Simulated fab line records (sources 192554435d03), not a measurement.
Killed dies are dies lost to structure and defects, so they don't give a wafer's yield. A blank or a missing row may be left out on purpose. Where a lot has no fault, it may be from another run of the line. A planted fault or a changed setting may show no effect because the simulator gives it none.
Split-lot study ; flow n5-finfet ; 39 wafers read from 7 lots, route of 1938 steps

## SPLIT DETAILS
At N5_HKMG_FIN_DESCUM_53 (chemistry O2, time 7.9 s), the setting time-s was moved away from the recipe's 7.9 s on 15 of the 39 wafers read, by -43.9% to +29.7%. All remaining wafers had this setting at the recipe value.

There is no step in the file separating the split from the reading.

## THE READING
CAR-ArF_of_HKMG_FIN_COAT_43.thk-nm (the simulator's own value, which no gauge read), in nm, at N5_HKMG_FIN_ETCH_54 (etches SiARC in CF4, target depth 45.5 nm, time 75.8 s). There is no usual value for it anywhere in the file. Average 50.7 nm, standard deviation 0.32 nm, over the 24 wafers here run with the recipe.

wafer;tool, chamber at the split;time-s as run, s;against the recipe;CAR-ArF_of_HKMG_FIN_COAT_43.thk-nm, nm;against lot-mates on the recipe
L077.1;rie-diel-02, 1,2;7.9;recipe;50.4;-
L077.2;rie-diel-02, 0,0,2;7.9;recipe;50.4;-
L077.5;rie-diel-02, 0,0,2;7.9;recipe;50.4;-
L077.3;rie-diel-02, 1,2;7.9;recipe;50.2;-
L077.6;rie-diel-02, 1;7.9;recipe;50.2;-
L077.4;rie-diel-02, 0,0,2;7.9;recipe;50.6;-
L078.1;rie-diel-02, 3;7.9;recipe;50.8;-
L078.2;rie-diel-02, 2,1,0;4.433;-43.9%;53.4;+2.3
L078.3;rie-diel-02, 0;7.9;recipe;51.2;-
L078.4;rie-diel-02, 2,1,0;4.433;-43.9%;53.6;+2.5
L078.5;rie-diel-02, 2,1,0;4.433;-43.9%;53.6;+2.5
L078.6;rie-diel-02, 3;7.9;recipe;51.4;-
L079.1;rie-diel-06, 1;6.534;-17.3%;51.8;+0.7
L079.2;rie-diel-06, 2,3;7.9;recipe;51.2;-
L079.3;rie-diel-06, 2,3;7.9;recipe;51.2;-
L079.4;rie-diel-06, 0;7.9;recipe;51;-
L079.5;rie-diel-06, 1,0;6.534;-17.3%;52;+0.9
L079.6;rie-diel-06, 1,0;6.534;-17.3%;52;+0.9
L081.1;rie-diel-06, 2,3;7.9;recipe;51;-
L081.2;rie-diel-06, 0;7.9;recipe;50.8;-
L081.4;rie-diel-06, 2,3;7.9;recipe;50.8;-
L088.1;rie-diel-01, 2,1;7.9;recipe;50.6;-
L088.5;rie-diel-01, 2,1;7.9;recipe;50.6;-
L088.2;rie-diel-01, 0;9.623;+21.8%;49.8;-0.9
L088.3;rie-diel-01, 3,1;9.623;+21.8%;49.4;-1.3
L088.4;rie-diel-01, 3,1;9.623;+21.8%;49.6;-1.1
L088.6;rie-diel-01, 2;7.9;recipe;50.8;-
L090.1;rie-diel-02, 2;10.25;+29.7%;48.8;-1.7
L090.2;rie-diel-02, 3;10.25;+29.7%;49;-1.5
L090.3;rie-diel-02, 0;10.25;+29.7%;49.2;-1.3
L090.4;rie-diel-02, 2,3;7.9;recipe;50.6;-
L090.6;rie-diel-02, 2,3;7.9;recipe;50.6;-
L090.5;rie-diel-02, 0;7.9;recipe;50.4;-
L091.1;rie-diel-02, 0,3;9.912;+25.5%;49.8;-0.9
L091.2;rie-diel-02, 3,0;7.9;recipe;50.6;-
L091.3;rie-diel-02, 1;7.9;recipe;50.8;-
L091.6;rie-diel-02, 3,0;7.9;recipe;50.8;-
L091.4;rie-diel-02, 0,3;9.912;+25.5%;49.6;-1.1
L091.5;rie-diel-02, 1;9.912;+25.5%;49.4;-1.3
The file does not say which wafer passed through which chamber wherever a row lists several chambers: such a row stands for several wafers.

THE FIT
A straight line over all 39 wafers: CAR-ArF_of_HKMG_FIN_COAT_43.thk-nm changes by -0.059 nm for each +1% of time-s; r = -0.97; the points scatter about the line by 0.29 nm.
The same after taking each lot's own level away (the mean of its wafers on the recipe; 39 wafers): -0.0513 nm for each +1%; r = -0.99; scatter 0.16 nm.
According to that fit, moving time-s by its largest amount changes the reading by 2.3 nm.
Across the lots, their own levels run from 50.37 to 51.13 nm, a range of 2.4 times the standard deviation given above.
So the slope is not independent of the lot-to-lot level: the two fits are not the same.
Check: for one of the wafers moved furthest among these (-43.9%), held out of the fit, the line's prediction against its lot-mates is +2.27 nm. It came out at +2.27 nm against them.

## ADDITIONAL SPLITS CARRIED BY THESE WAFERS
Note: prior to the reading, these wafers also went through further splits. Each is held against what the fit with the lots' levels taken away leaves over:
other split on the same wafers;wafers away from the commonest value;r with CAR-ArF_of_HKMG_FIN_COAT_43.thk-nm (lot level and that fit taken away)
N5_FIN_SAQP_ETCH_65 time-s;18;-0.07
N5_STI_FIN_REVEAL_ETCHBACK_08 target-depth-a;6;+0.10

## THE WHOLE CHAIN: every reading that the file lists as answering this split, in the file's order
step;what it does;reading;change (the file's fit);r (the file's)
N5_HKMG_FIN_DESCUM_53;chemistry O2, time 7.9 s;CAR-ArF_of_HKMG_FIN_COAT_43.thk-nm (the simulator's own value, which no gauge read);-0.0496 nm for each +1% of the setting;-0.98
N5_HKMG_FIN_ETCH_54;etches SiARC in CF4, target depth 45.5 nm, time 75.8 s;CAR-ArF_of_HKMG_FIN_COAT_43.thk-nm (the simulator's own value, which no gauge read);-0.0512 nm for each +1% of the setting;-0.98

## THE FILE'S OWN FIT
CAR-ArF_of_HKMG_FIN_COAT_43.thk-nm changes by -0.0512 nm for each +1% of time-s, r = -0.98.
